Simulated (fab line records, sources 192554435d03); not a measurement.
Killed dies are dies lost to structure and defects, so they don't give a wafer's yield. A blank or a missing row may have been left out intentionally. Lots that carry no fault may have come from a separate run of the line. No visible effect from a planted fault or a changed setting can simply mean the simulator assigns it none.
Matching of chambers    flow n5Finfet    N5_BEOL_M8_ETCH_62 on rieDiel-01 has 4 sister chambers
The step etches SOC in N2/H2, target depth 110 nm, overetch 22 nm, time 165 s. 14 wafers are shown with their chamber, then 7 later ones without.

== WAFERS WITH THEIR CHAMBER ==
wafer   chamber  showerheadPlenumPTorr (Torr)  drypumpMotorCurrentA (A)  oesProductAu (a.u.)
L079.1  1        2.61                          5.8                       0.78
L079.2  3        2.56                          5.6                       0.66
L079.4  2        2.59                          6.4                       0.78
L081.1  2        2.58                          6.4                       0.77
L081.3  1        2.60                          5.8                       0.75
L081.6  1        2.60                          5.8                       0.76
L086.2  1        2.60                          5.8                       0.74
L086.3  0        2.39                          6.0                       0.60
L086.4  2        2.58                          6.4                       0.76
L089.2  2        2.58                          6.5                       0.75
L089.3  0        2.39                          5.9                       0.58
L089.6  2        2.58                          6.4                       0.75
L090.4  2        2.57                          6.5                       0.74
L090.5  1        2.59                          5.8                       0.73

SIGNATURES (averages over the wafers above)
reading                chamber 0  chamber 1  chamber 2  chamber 3  scatter within a chamber
showerheadPlenumPTorr  2.3900     2.6000     2.5800     2.5600     0.00632
drypumpMotorCurrentA   5.950      5.800      6.433      5.600      0.0428
oesProductAu           0.5900     0.7520     0.7583     0.6600     0.0166
Rule: for a wafer and a chamber, the distance is found by dividing, reading by reading, the gap between the wafer's reading and the chamber's mean by the reading's scatter, squaring, summing and taking the root. If the next closest chamber is less than 2 further off than the closest, the wafer can't be placed; otherwise it belongs to the closest. The scatter is the square root of a quotient: the sum, over the shown wafers, of each reading's squared deviation from its chamber's mean, divided by wafers minus chambers.

== WAFERS WHOSE CHAMBER IS MISSING ==
wafer   showerheadPlenumPTorr (Torr)  drypumpMotorCurrentA (A)  oesProductAu (a.u.)
L090.6  2.55                          5.6                       0.64
L092.1  2.59                          5.8                       0.73
L092.2  2.57                          6.5                       0.73
L092.4  2.57                          6.5                       0.73
L096.1  2.59                          5.8                       0.71
L096.2  2.57                          6.4                       0.72
L096.3  2.54                          5.6                       0.63

== THE CHAMBER EACH PASSED THROUGH ==
wafer   from the rows above  in truth
L090.6  3                    3
L092.1  1                    1
L092.2  2                    2
L092.4  2                    2
L096.1  1                    1
L096.2  2                    2
L096.3  3                    3
Correct placement for 7 of the 7. From these rows, 0 cannot be placed. 0 placed wrongly.
